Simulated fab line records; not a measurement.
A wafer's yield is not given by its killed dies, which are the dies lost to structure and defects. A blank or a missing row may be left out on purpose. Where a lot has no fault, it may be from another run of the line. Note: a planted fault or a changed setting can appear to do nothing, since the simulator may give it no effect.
Chamber matching + flow n5 finfet + N5_PMOS_HMC_CHANNEL_EPI_HM_DEP_34 on pecvd-03: 3 sister chambers
The step deposits SiO2 from TEOS/O2, target thk 36 nm, time 6.9 s. 3 wafers are shown with their chamber, then 9 later ones without.

== WAFERS PAIRED WITH THEIR CHAMBERS ==
| wafer  | chamber | throttle valve pct (%) |
|--------|---------|------------------------|
| L086.4 | 1       | 19.2                   |
| L088.2 | 0       | 19.1                   |
| L088.4 | 2       | 18.0                   |

== WAFERS WITH NO CHAMBER GIVEN ==
| wafer  | throttle valve pct (%) |
|--------|------------------------|
| L089.1 | 17.9                   |
| L089.2 | 18.8                   |
| L089.4 | 19.3                   |
| L092.2 | 19.2                   |
| L092.3 | 19.6                   |
| L092.4 | 19.0                   |
| L093.4 | 18.0                   |
| L093.5 | 19.1                   |
| L093.6 | 19.3                   |

== WHICH CHAMBER EACH WENT THROUGH ==
| wafer  | from the rows above     | in truth |
|--------|-------------------------|----------|
| L089.1 | 2                       | 2        |
| L089.2 | can't be placed: 0 or 1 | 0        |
| L089.4 | can't be placed: 1 or 0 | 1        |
| L092.2 | can't be placed: 1 or 0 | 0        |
| L092.3 | can't be placed: 1 or 0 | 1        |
| L092.4 | can't be placed: 0 or 1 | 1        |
| L093.4 | 2                       | 2        |
| L093.5 | can't be placed: 0 or 1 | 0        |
| L093.6 | can't be placed: 1 or 0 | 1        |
Placed correctly: 2 of 9. Not placeable from these rows: 7 (in 7, the candidates include the true chamber). Number placed wrongly: 0.
How it was worked out, from the rows above alone: a wafer's distance from a chamber is the root of the sum, over the readings, of the square of ((its reading less the chamber's mean) divided by the reading's scatter). The wafer belongs to the nearest chamber; if the next one is less than 2 further off, it can't be placed. Each chamber's mean is taken over the wafers shown for it. The scatter: root of mean squared gap, hidden wafer to nearest shown wafer, with one shown wafer a chamber.
